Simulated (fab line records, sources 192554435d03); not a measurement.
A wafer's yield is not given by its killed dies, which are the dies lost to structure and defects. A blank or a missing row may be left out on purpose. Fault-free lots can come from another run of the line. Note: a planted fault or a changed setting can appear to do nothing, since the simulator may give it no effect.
Code-filled problem report in 8D (eight disciplines) form -- flow n5-finfet -- the parts of the form that need people (team, actions taken, sign-off) are left out

== 1. WHAT IS WRONG ==
Wafers without a fault read 65.6 s, standard deviation 2.6; time-to-endpoint-s at N5_BEOL_M11_CMP_52 reads a mean of 120.9 s on 4 wafers belonging to 3 lots. That puts it +21 standard deviations away from the usual mean.
The step: polishes, stops on SiCOH lowk, t overpolish 7 s, target thk 140 nm.
First seen on wafer L722.5, day 13 07:01, on cmp-04. At this step, 31 wafers from 11 lots have a number in the record. By rule, "out" or "out of limits" means more than 4 standard deviations away from the usual mean. The rest of the wafers with a number are treated as sound.

== 2. WHAT IT IS; WHAT IT IS NOT ==
question,is,is not
which readings at this step,time-to-endpoint-s,"motor-current-A, platen-rpm, retaining-ring-pressure-frac"
which lots,"L722, L725, L727","L710, L712, L715, L716, L717, L720, L721, L732"
which wafers of those lots,"L722.5, L722.6, L725.6, L727.6","L725.3, L727.1, L727.2"
read on which tools,"cmp-01, cmp-04",cmp-03
when,from day 13 07:01,"up to then (21 sound wafers); but 6 sound wafers of L725, L727, L732 came after"

== 3. SUSPECTS, AND WHAT RULES EACH OUT ==
Counting: any tool at a process step up to the reading remains a suspect provided it ran every lot that is out. Sound lots after the first of them don't rule it out here, since some wafers of a struck lot are sound.
- ecd-cu-01 at N5_BEOL_M11_ECD_50 (material Cu, target thk 318 nm): kept. It ran every lot that is out, first L722 (day 13 06:31); its last sound lot up to then is L721 (day 13 05:19).
After counting, what remains is ecd-cu-01 at N5_BEOL_M11_ECD_50.

== 4. THE CAUSE (what the simulator had put in) ==
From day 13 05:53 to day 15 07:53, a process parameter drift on ecd-cu-01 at N5_BEOL_M11_ECD_50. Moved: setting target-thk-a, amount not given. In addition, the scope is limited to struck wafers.
Counting left only this tool.

== 5. THE EFFECT CHAIN, in route order ==
Rows list readings where the struck wafers' mean (over those with a number) sits beyond 3 standard deviations from the usual. Only readings for which the record gives a usual standard deviation are gone through. hours: the time from each lot's start at the first step in this table that gives one to its start at this step, as a median over the lots. sigmas: the change in usual standard deviations.
hours,step,reading,usual,on struck wafers,change,sigmas
0,N5_BEOL_M11_CMP_52,time-to-endpoint-s,65.6 s,120.9,+55.3,+21
Here are the process steps it includes:
- N5_BEOL_M11_CMP_52: polishes, stops on SiCOH lowk, t overpolish 7 s, target thk 140 nm.
Later measuring or inspecting steps at which every struck wafer that the step has a row for has a number for every such reading, and none has moved that far: N5_BEOL_M11_INSPECT_58.

== 6. HOW IT WOULD HAVE BEEN CAUGHT EARLIER ==
In this record the first reading out of limits was taken at day 13 07:01, 1 hour after the fault began at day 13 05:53.
Of the lots that are out (3), L725, L727 began N5_BEOL_M11_ECD_50 on ecd-cu-01 after day 13 07:01. A hold on the tool at that time would have spared those 2.
